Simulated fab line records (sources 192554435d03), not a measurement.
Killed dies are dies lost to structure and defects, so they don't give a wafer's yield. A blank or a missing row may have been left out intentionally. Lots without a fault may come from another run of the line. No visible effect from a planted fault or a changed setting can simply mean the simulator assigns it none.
Matching of chambers    flow n5Finfet    rieDiel-01 running N5_GATE_CUT_ETCH_36: 4 sister chambers
The step etches SiARC in CF4, target depth 13 nm, time 21.7 s. 7 wafers are shown with their chamber, then 7 later ones without.

## EACH WAFER AND ITS CHAMBER
wafer   chamber  showerheadPlenumPTorr (Torr)  throttleValvePct (%)
L082.1  3        2.19                          15.37
L082.3  2        2.18                          15.75
L085.1  0        2.11                          15.50
L085.2  2        2.17                          15.76
L085.6  0        2.11                          15.50
L090.3  1        2.03                          15.90
L090.5  1        2.03                          15.90

## WAFERS WITH NO CHAMBER GIVEN
wafer   showerheadPlenumPTorr (Torr)  throttleValvePct (%)
L090.6  2.17                          15.79
L093.1  2.18                          15.38
L093.4  2.03                          15.92
L093.5  2.03                          15.89
L094.1  2.03                          15.91
L094.5  2.18                          15.39
L094.6  2.11                          15.54

## THE CHAMBER EACH PASSED THROUGH
wafer   from the rows above  in truth
L090.6  2                    2
L093.1  3                    3
L093.4  1                    1
L093.5  1                    1
L094.1  1                    1
L094.5  3                    3
L094.6  0                    0
Placed correctly: 7 of 7. Can't be placed from these rows: 0. 0 placed wrongly.
How it was worked out, from the rows above alone: a wafer's distance from a chamber is the root of the sum, over the readings, of the square of ((its reading less the chamber's mean) divided by the reading's scatter). The wafer belongs to the nearest chamber; if the next one is less than 2 further off, it can't be placed. The mean given for a chamber averages the wafers shown for that chamber. How the scatter is found: for the shown wafers, subtract from each reading the mean of its chamber, square and add these, divide the total by (wafers less chambers), then take the root.
